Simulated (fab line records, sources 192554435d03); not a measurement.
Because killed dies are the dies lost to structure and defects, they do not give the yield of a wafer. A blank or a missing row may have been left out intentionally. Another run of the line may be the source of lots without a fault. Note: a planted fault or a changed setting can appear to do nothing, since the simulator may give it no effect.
Which tool is to blame? ; flow n5 finfet ; 24 lots with 72 wafers sampled at 5 steps, on a route of 1938 steps

## WHAT THE GAUGES READ, wafer by wafer
N5_SDB_INSPECT_13: inspects for defects (brightfield).
lot;measured;on;raw defect count
L074;day 3 15:52;defect inspect-02;81 78 39
L075;day 3 23:47;defect inspect-02;50 49 61
L076;day 4 05:17;defect inspect-02;78 86 54
L077;day 4 11:29;defect inspect-01;100 61 146
L078;day 4 20:55;defect inspect-02;91 93 104
L079;day 4 23:57;defect inspect-02;89 64 93
L080;day 5 04:55;defect inspect-02;47 85 127
L081;day 5 10:56;defect inspect-02;85 55 69
L082;day 5 19:56;defect inspect-01;55 65 95
L083;day 6 01:30;defect inspect-01;50 92 37
L084;day 6 10:44;defect inspect-02;39 42 70
L085;day 6 12:54;defect inspect-01;103 72 41
L087;day 7 04:06;defect inspect-02;102 63 64
L086;day 7 04:35;defect inspect-02;41 39 35
L088;day 7 06:50;defect inspect-02;112 82 137
L089;day 7 15:53;defect inspect-02;45 70 63
L090;day 7 17:31;defect inspect-01;72 54 53
L091;day 7 22:13;defect inspect-01;57 75 81
L092;day 8 08:12;defect inspect-01;43 38 49
L093;day 8 14:44;defect inspect-01;93 130 104
L094;day 8 19:43;defect inspect-01;183 147 64
L095;day 9 02:50;defect inspect-01;91 104 70
L096;day 9 06:02;defect inspect-02;44 53 48
L097;day 9 16:44;defect inspect-02;116 95 171

N5_SDB_THK_MEAS_31.
lot;measured;on;SDB_THK (nm)
L074;day 3 19:58;film metro-01;66.4 66.0 67.2
L075;day 4 03:39;film metro-02;65.4 61.5 66.1
L076;day 4 09:08;film metro-02;64.4 65.2 64.9
L077;day 4 16:12;film metro-01;64.9 63.5 65.5
L078;day 5 01:39;film metro-02;65.7 65.8 63.5
L079;day 5 04:18;film metro-02;65.5 64.9 63.9
L080;day 5 09:04;film metro-02;66.8 65.8 62.4
L081;day 5 14:48;film metro-01;64.5 64.2 65.6
L082;day 6 00:06;film metro-01;62.4 65.2 63.2
L083;day 6 05:23;film metro-02;64.3 63.7 65.6
L084;day 6 15:03;film metro-01;64.6 64.8 64.9
L085;day 6 17:00;film metro-02;63.6 65.6 64.0
L087;day 7 08:46;film metro-01;64.9 64.0 63.9
L086;day 7 09:06;film metro-01;65.6 64.6 66.4
L088;day 7 12:22;film metro-01;67.0 65.2 63.3
L089;day 7 20:09;film metro-02;64.3 65.0 63.4
L090;day 7 21:22;film metro-02;65.8 65.2 65.2
L091;day 8 02:14;film metro-01;64.6 64.4 64.4
L092;day 8 12:07;film metro-02;64.9 65.7 64.7
L093;day 8 21:25;film metro-01;64.1 64.4 63.3
L094;day 9 02:52;film metro-02;65.5 64.4 65.1
L095;day 9 06:54;film metro-01;66.6 65.7 66.4
L096;day 9 09:58;film metro-01;64.4 64.1 64.4
L097;day 9 20:38;film metro-02;64.4 64.1 64.0

## EACH LOT AND THE TOOL THAT RAN IT (in order: tool; ch and the chambers of the sampled wafers; start)
lot;N5_ILD0_LINER_00;N5_SDB_ETCH_17;N5_SDB_ALD_29
L074;ald sin-03 ch 2,3, day 3 09:14;rie diel-05 ch 0,1, day 3 15:56;ald sin-04 ch 1,3, day 3 16:56
L075;ald sin-03 ch 0,1,3, day 3 17:01;rie diel-02 ch 1,2,3, day 3 23:51;ald sin-01 ch 0,1,3, day 4 00:37
L076;ald sin-01 ch 0,1,3, day 3 22:25;rie diel-02 ch 1,2,3, day 4 05:21;ald sin-04 ch 1,3, day 4 06:07
L077;ald sin-01 ch 0,3, day 4 04:32;rie diel-05 ch 0,1,3, day 4 11:51;ald sin-01 ch 0,2,3, day 4 13:10
L078;ald sin-03 ch 1,2,3, day 4 13:43;rie diel-03 ch 0,1,3, day 4 20:59;ald sin-04 ch 0,1,2, day 4 22:38
L079;ald sin-03 ch 0,2,3, day 4 17:11;rie diel-02 ch 0,2,3, day 5 00:02;ald sin-02 ch 1,2,3, day 5 01:16
L080;ald sin-02 ch 1,2, day 4 22:16;rie diel-02 ch 2,3, day 5 05:00;ald sin-01 ch 0,2,3, day 5 06:02
L081;ald sin-03 ch 1,2,3, day 5 04:08;rie diel-02 ch 0,2,3, day 5 11:01;ald sin-04 ch 0,3, day 5 11:46
L082;ald sin-02 ch 0,1,3, day 5 13:21;rie diel-05 ch 1,2,3, day 5 20:00;ald sin-02 ch 0,1, day 5 21:04
L083;ald sin-02 ch 0,3, day 5 18:43;rie diel-05 ch 0,1,3, day 6 01:34;ald sin-04 ch 0,1,3, day 6 02:22
L084;ald sin-03 ch 0,3, day 6 02:31;rie diel-03 ch 2,3, day 6 11:10;ald sin-02 ch 0,2, day 6 12:01
L085;ald sin-01 ch 0,1,2, day 6 04:31;rie diel-03 ch 0,2, day 6 12:58;ald sin-04 ch 1,3, day 6 13:58
L087;ald sin-02 ch 0,1,2, day 6 21:17;rie diel-02 ch 0,2,3, day 7 04:29;ald sin-01 ch 0,1,2, day 7 05:44
L086;ald sin-03 ch 0,1,3, day 6 21:29;rie diel-02 ch 1,3, day 7 04:50;ald sin-04 ch 0,1,2, day 7 06:04
L088;ald sin-03 ch 0,1,3, day 6 23:41;rie diel-02 ch 0,1,2, day 7 07:28;ald sin-04 ch 0,1,2, day 7 09:13
L089;ald sin-03 ch 0,1,3, day 7 09:14;rie diel-05 ch 2,3, day 7 16:07;ald sin-02 ch 1,2,3, day 7 16:57
L090;ald sin-02 ch 1,2,3, day 7 10:44;rie diel-03 ch 0,1,3, day 7 17:35;ald sin-04 ch 0,2,3, day 7 18:20
L091;ald sin-02 ch 0,2,3, day 7 15:31;rie diel-02 ch 1,2,3, day 7 22:23;ald sin-02 ch 0,1,3, day 7 23:12
L092;ald sin-03 ch 0,3, day 8 01:25;rie diel-02 ch 2,3, day 8 08:16;ald sin-02 ch 0,1,2, day 8 09:05
L093;ald sin-02 ch 0,1,2, day 8 06:38;rie diel-02 ch 0,2,3, day 8 14:48;ald sin-04 ch 1,2,3, day 8 18:23
L094;ald sin-01 ch 0,1,2, day 8 12:35;rie diel-02 ch 0,3, day 8 20:14;ald sin-04 ch 0,3, day 8 23:50
L095;ald sin-02 ch 0,1,3, day 8 19:16;rie diel-02 ch 0,1,2, day 9 02:55;ald sin-04 ch 0,3, day 9 03:52
L096;ald sin-02 ch 1,2,3, day 8 23:23;rie diel-05 ch 0,1,2, day 9 06:07;ald sin-02 ch 2,3, day 9 06:56
L097;ald sin-01 ch 0,3, day 9 09:35;rie diel-05 ch 1,2, day 9 16:48;ald sin-01 ch 0,1,3, day 9 17:36
- N5_ILD0_LINER_00: material SiNx, target thk 4 nm, pulse time 1 s, purge time 2 s.
- N5_SDB_ETCH_17: etches SiARC in CF4, target depth 23.4 nm, time 39 s.
- N5_SDB_ALD_29: deposits SiNx, target thk 30 nm, pulse time 1 s, ald cycles 600.

## AS READ BY THE TOOLS THEMSELVES (means over the sampled wafers that have a number; for cases with no such wafer, the mark the record gives instead)
N5_ILD0_LINER_00.
lot;tool;heater power w (W);precursor pulse height rel
L074;ald sin-03;943;1.010
L075;ald sin-03;889;1.008
L076;ald sin-01;794;1.011
L077;ald sin-01;813;1.009
L078;ald sin-03;928;1.028
L079;ald sin-03;890;0.998
L080;ald sin-02;857;1.009
L081;ald sin-03;950;1.011
L082;ald sin-02;829;1.000
L083;ald sin-02;910;1.025
L084;ald sin-03;893;0.995
L085;ald sin-01;841;0.995
L087;ald sin-02;826;1.001
L086;ald sin-03;894;0.984
L088;ald sin-03;887;0.998
L089;ald sin-03;881;0.987
L090;ald sin-02;859;0.989
L091;ald sin-02;902;0.996
L092;ald sin-03;821;1.001
L093;ald sin-02;832;1.001
L094;ald sin-01;824;1.009
L095;ald sin-02;851;1.003
L096;ald sin-02;877;1.005
L097;ald sin-01;786;1.006

N5_SDB_ETCH_17.
lot;tool;drypump motor current A (A);etch rf on time s (s);mfc ar sccm (sccm);oes product au (a.u.);rf vpp V (V);showerhead plenum p Torr (Torr);throttle valve pct (%)
L074;rie diel-05;6.0;39.8;99.7;0.62;183.4;2.07;15.83
L075;rie diel-02;6.3;39.4;100.1;0.67;183.5;2.14;15.52
L076;rie diel-02;6.3;38.9;99.8;0.67;184.2;2.14;15.53
L077;rie diel-05;5.6;39.4;100.0;0.63;183.5;2.10;15.62
L078;rie diel-03;5.8;38.7;100.2;0.66;183.3;2.08;15.54
L079;rie diel-02;6.2;38.9;100.4;0.73;184.5;2.19;15.50
L080;rie diel-02;6.7;37.7;99.8;0.72;184.5;2.18;15.51
L081;rie diel-02;6.2;38.9;100.1;0.73;184.3;2.19;15.51
L082;rie diel-05;5.4;39.1;99.7;0.67;184.2;2.14;15.31
L083;rie diel-05;5.6;39.1;99.7;0.63;183.6;2.10;15.62
L084;rie diel-03;5.9;38.6;100.0;0.58;183.5;2.02;15.72
L085;rie diel-03;5.5;39.6;100.0;0.57;183.1;2.06;15.69
L087;rie diel-02;6.2;38.7;99.8;0.71;185.3;2.19;15.54
L086;rie diel-02;6.0;38.5;100.2;0.77;184.4;2.15;15.32
L088;rie diel-02;5.8;39.6;100.5;0.73;184.2;2.14;15.41
L089;rie diel-05;5.5;39.1;100.3;0.66;183.5;2.14;15.32
L090;rie diel-03;5.7;38.4;99.9;0.65;183.8;2.08;15.59
L091;rie diel-02;6.3;38.7;100.1;0.71;183.9;2.13;15.43
L092;rie diel-02;6.6;38.5;100.0;0.68;183.7;2.11;15.52
L093;rie diel-02;6.2;38.7;100.1;0.69;184.7;2.18;15.56
L094;rie diel-02;5.8;39.1;100.2;0.71;184.6;2.26;15.61
L095;rie diel-02;5.8;39.2;100.3;0.71;183.9;2.13;15.44
L096;rie diel-05;5.8;39.4;100.0;0.63;184.0;2.10;15.61
L097;rie diel-05;5.6;38.9;99.8;0.66;184.2;2.14;15.30

N5_SDB_ALD_29.
lot;tool;heater power w (W);precursor pulse height rel
L074;ald sin-04;876;0.994
L075;ald sin-01;803;1.008
L076;ald sin-04;900;1.025
L077;ald sin-01;826;0.993
L078;ald sin-04;882;0.987
L079;ald sin-02;882;1.004
L080;ald sin-01;789;1.011
L081;ald sin-04;910;1.009
L082;ald sin-02;797;0.973
L083;ald sin-04;923;1.001
L084;ald sin-02;893;0.981
L085;ald sin-04;899;1.000
L087;ald sin-01;834;1.022
L086;ald sin-04;884;0.981
L088;ald sin-04;894;1.004
L089;ald sin-02;868;0.995
L090;ald sin-04;895;0.990
L091;ald sin-02;847;0.991
L092;ald sin-02;831;0.991
L093;ald sin-04;882;1.004
L094;ald sin-04;914;0.999
L095;ald sin-04;926;1.004
L096;ald sin-02;938;0.998
L097;ald sin-01;755;0.994

## THE ANSWER, worked out from the rows above alone
Rule: the lots themselves supply what counts as usual. Put in order of their means at a reading, lots are off if they are a third of the lots or fewer, leave a main group of 4 or more, and stand apart from it by a gap of 3 or more times the standard deviation of the main group's means; of several such gaps the widest counts. The tables above print the reading to a certain number of digits; a main group whose means all agree to those digits is not used. Also off: a lot with no number at a reading for which 4 or more lots have one. The other lots that the step has rows for count as sound. Order of review: gauges by route order, followed by the tools' own readings, for which a lot's mean as printed above is used. The first step at which some lot is off is used, and at that step the reading that is off furthest; a lot without a number counts as furthest.
None of the lots is off at any reading shown; this tells nothing.

## WHAT THE SIMULATOR PUT IN
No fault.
